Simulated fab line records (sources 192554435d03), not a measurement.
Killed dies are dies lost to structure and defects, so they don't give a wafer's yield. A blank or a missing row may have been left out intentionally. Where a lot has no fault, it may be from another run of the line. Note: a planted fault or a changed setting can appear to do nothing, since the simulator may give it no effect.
Which tool did it? -- flow n5-finfet -- Sampling: 10 lots, 30 wafers, 5 of 1938 route steps

## WHAT THE GAUGES SHOWED, per wafer
N5_BEOL_M4_RC_MEAS_101. Usual: DIBL_N 36.4 mV/V, standard deviation 1.5; DIBL_P 36.6 mV/V, standard deviation 1.9; IOFF_N 0.155 nA/um, standard deviation 0.021; IOFF_P 0.211 nA/um, standard deviation 0.028; ION_N 671 uA/um, standard deviation 8.6; ION_P 462 uA/um, standard deviation 5.8; SS_N 71.5 mV/dec, standard deviation 0.5; SS_P 73.4 mV/dec, standard deviation 0.58; VT_N 250.1 mV, standard deviation 2.4; VT_P -250.1 mV, standard deviation 3.
lot,measured,on,DIBL_N (mV/V),DIBL_P (mV/V),IOFF_N (nA/um),IOFF_P (nA/um),ION_N (uA/um),ION_P (uA/um),SS_N (mV/dec),SS_P (mV/dec),VT_N (mV),VT_P (mV),flag
L605,day 8 10:45,prober-01,36.4 36.8 36.8,37.3 37.6 38.0,0.155 0.159 0.158,0.241 0.256 0.251,671 664 675,472 466 469,71.1 70.7 71.4,73.9 73.5 74.1,248.2 248.4 250.2,-247.0 -247.3 -246.1,
L608,day 8 22:37,prober-01,34.9 34.0 33.9,34.8 33.9 33.5,0.137 0.129 0.126,0.224 0.204 0.202,657 661 660,464 463 466,70.6 70.9 71.0,72.8 72.6 72.7,254.1 256.0 249.6,-246.3 -251.0 -251.1,
L617,day 11 04:29,prober-02,36.9 36.0 34.8,36.7 35.0 33.6,0.175 0.158 0.136,0.236 0.202 0.183,675 670 655,459 460 455,70.7 71.4 71.3,73.8 73.5 72.8,246.6 248.5 252.5,-248.5 -249.7 -252.3,
L618,day 11 13:08,prober-02,36.7 37.1 37.5,36.3 36.5 38.4,0.153 0.157 0.169,0.211 0.212 0.252,667 678 690,461 467 474,71.8 71.4 71.5,73.5 73.0 74.4,250.2 248.7 245.7,-251.3 -250.3 -248.6,
L620,day 12 04:40,prober-01,37.4 37.3 37.6,37.4 37.3 37.9,0.165 0.157 0.167,0.216 0.215 0.225,673 661 669,456 459 466,72.4 72.3 71.7,73.7 73.1 73.4,249.8 250.2 250.1,-250.1 -250.8 -247.8,
L621,day 12 13:58,prober-02,36.0 34.9 35.9,38.0 37.0 38.0,0.171 0.152 0.169,0.222 0.204 0.232,670 670 677,463 466 467,71.5 71.0 71.0,73.3 72.7 73.0,250.0 250.4 249.7,-248.7 -249.4 -247.9,
L624,day 13 15:49,prober-01,39.8 39.0 38.5,41.7 41.0 39.3,0.233 0.208 0.171,0.282 0.272 0.232,702 686 672,480 467 463,72.2 72.0 71.9,74.6 74.7 73.8,243.9 247.7 251.6,-246.3 -247.1 -249.3,
L626,day 13 20:34,prober-02,37.5 36.8 38.2,37.3 37.3 38.1,0.160 0.155 0.175,0.168 0.173 0.183,675 675 691,452 458 461,72.1 70.9 71.8,73.6 73.6 73.1,248.8 248.2 247.3,-257.4 -256.5 -256.1,

## WHICH TOOL RAN EACH LOT (tool, then ch and the chambers of the sampled wafers, then the start)
lot,N5_HKMG_FIN_ALD_21,N5_HKMG_FIN_CMP_23,N5_GATE_CUT_ETCHBACK_00,N5_GATE_CUT_ETCH_56
L605,"ald-metal-01 ch 0,2,3, day 4 23:09","cmp-03 ch 0,1,2, day 4 23:41","rie-metal-03 ch 0,1, day 5 00:26","rie-metal-03 ch 0,1, day 5 00:33"
L608,"ald-metal-01 ch 0,2,3, day 5 21:04","cmp-03 ch 0,2,3, day 5 21:36","rie-metal-01 ch 0,1, day 5 22:21","rie-metal-01 ch 0,1, day 5 22:28"
L611,"ald-metal-04 ch 1,2,3, day 6 09:27","cmp-04 ch 2,3, day 6 10:00",-,-
L612,"ald-metal-01 ch 1,2,3, day 6 15:38","cmp-04 ch 1,2, day 6 16:10",-,-
L617,"ald-metal-04 ch 0,1,3, day 7 21:46","cmp-04 ch 0,1,2, day 7 22:22","rie-metal-02 ch 0,1, day 7 23:02","rie-metal-02 ch 0,1, day 7 23:10"
L618,"ald-metal-01 ch 0,3, day 8 03:22","cmp-03 ch 0,1,3, day 8 04:04","rie-metal-02 ch 0,1, day 8 04:39","rie-metal-02 ch 0,1, day 8 04:46"
L620,"ald-metal-04 ch 0,1,3, day 8 12:28","cmp-01 ch 0,3, day 8 13:01","rie-metal-01 ch 0,1, day 8 13:46","rie-metal-01 ch 0,1, day 8 13:53"
L621,"ald-metal-04 ch 0,1,3, day 8 22:35","cmp-04 ch 0,1,3, day 8 23:07","rie-metal-01 ch 0,1, day 8 23:52","rie-metal-01 ch 0,1, day 8 23:59"
L624,"ald-metal-01 ch 0,1, day 9 11:47","cmp-04 ch 0,1, day 9 12:19","rie-metal-02 ch 1, day 9 13:04","rie-metal-02 ch 1, day 9 13:18"
L626,"ald-metal-01 ch 0,1,2, day 10 01:18","cmp-01 ch 0,2, day 10 01:55","rie-metal-03 ch 0,1, day 10 02:37","rie-metal-03 ch 0,1, day 10 02:44"
- N5_HKMG_FIN_ALD_21: deposits TiN, target thk 1.5 nm, pulse time 1 s, purge time 3 s.
- N5_HKMG_FIN_CMP_23: polishes, stops on SiNx, t overpolish 10 s, target thk 46.326 nm.
- N5_GATE_CUT_ETCHBACK_00: etches W in SF6/Cl2.
- N5_GATE_CUT_ETCH_56: etches TiN in Cl2/Ar, target depth 21.6 nm.

## AS READ BY THE TOOLS THEMSELVES (means over the sampled wafers that have a number; for cases with no such wafer, the mark the record gives instead)
N5_HKMG_FIN_ALD_21. Usual: chamber-pressure-Torr 2.999 Torr, standard deviation 0.0067; heater-power-w 912 W, standard deviation 93; precursor-pulse-height-rel 1.002, standard deviation 0.02.
lot,tool,chamber-pressure-Torr (Torr),heater-power-w (W),precursor-pulse-height-rel,flag
L605,ald-metal-01,2.998,954,1.023,
L608,ald-metal-01,3.002,941,0.992,
L611,ald-metal-04,-,-,-,OFF
L612,ald-metal-01,-,-,-,OFF
L617,ald-metal-04,2.997,900,1.007,
L618,ald-metal-01,2.993,853,1.012,
L620,ald-metal-04,2.999,896,1.006,
L621,ald-metal-04,2.996,881,1.011,
L624,ald-metal-01,3.003,906,0.993,
L626,ald-metal-01,3.007,956,0.998,

N5_HKMG_FIN_CMP_23. Usual: 11.8 A for motor-current-A, sd 1.4.
lot,tool,motor-current-A (A),flag
L605,cmp-03,11.5,
L608,cmp-03,12.4,
L611,cmp-04,13.2,
L612,cmp-04,12.9,
L617,cmp-04,11.9,
L618,cmp-03,11.5,
L620,cmp-01,11.5,
L621,cmp-04,10.9,
L624,cmp-04,11.1,
L626,cmp-01,14.0,

N5_GATE_CUT_ETCHBACK_00. Usual: bias-w 79.99 W, standard deviation 0.25; drypump-motor-current-A 5.48 A, standard deviation 0.19; oes-product-au 0.75 a.u., standard deviation 0.11; throttle-valve-pct 27.56 %, standard deviation 0.17.
lot,tool,bias-w (W),drypump-motor-current-A (A),oes-product-au (a.u.),throttle-valve-pct (%),flag
L605,rie-metal-03,79.81,5.40,0.64,27.57,
L608,rie-metal-01,79.94,5.42,0.81,27.62,
L617,rie-metal-02,79.76,5.61,0.76,27.50,
L618,rie-metal-02,80.00,5.46,0.68,27.37,
L620,rie-metal-01,79.65,5.40,0.75,27.61,
L621,rie-metal-01,80.15,5.42,0.79,27.63,
L624,rie-metal-02,79.80,5.79,0.82,27.64,
L626,rie-metal-03,80.21,5.41,0.86,27.55,

N5_GATE_CUT_ETCH_56. Usual: bias-w 59.99 W, standard deviation 0.19; drypump-motor-current-A 5.48 A, standard deviation 0.18; oes-product-au 0.75 a.u., standard deviation 0.11; throttle-valve-pct 20.91 %, standard deviation 0.13.
lot,tool,bias-w (W),drypump-motor-current-A (A),oes-product-au (a.u.),throttle-valve-pct (%),flag
L605,rie-metal-03,59.93,5.39,0.64,20.94,
L608,rie-metal-01,59.94,5.43,0.81,20.91,
L617,rie-metal-02,60.12,5.64,0.75,20.93,
L618,rie-metal-02,59.91,5.46,0.69,20.83,
L620,rie-metal-01,60.04,5.40,0.74,20.89,
L621,rie-metal-01,60.02,5.42,0.79,20.93,
L624,rie-metal-02,60.04,5.77,0.82,21.02,
L626,rie-metal-03,59.85,5.39,0.86,20.80,

## THE ANSWER, worked out from the rows above alone
Rule: a lot is off if the mean of its wafers that have a number lies more than 3 standard deviations from the usual mean. A lot without any number at a reading at which 4 lots or more have one is off too. Any other lot the step has rows for is counted as sound. First the gauges in route order, then the tools' own readings, where a lot's mean is used as printed above. The first step at which some lot is off is used, and at that step the reading that is off furthest; a lot without a number counts as furthest.
Off, at N5_HKMG_FIN_ALD_21 on chamber-pressure-Torr: L611, L612. Without a number there: L611, L612.
If a tool, at that step or one of the process steps before it, ran each lot that is off and ran no sound lot following the first of them, it fits. None of those tried fits.

## WHAT THE SIMULATOR PUT IN
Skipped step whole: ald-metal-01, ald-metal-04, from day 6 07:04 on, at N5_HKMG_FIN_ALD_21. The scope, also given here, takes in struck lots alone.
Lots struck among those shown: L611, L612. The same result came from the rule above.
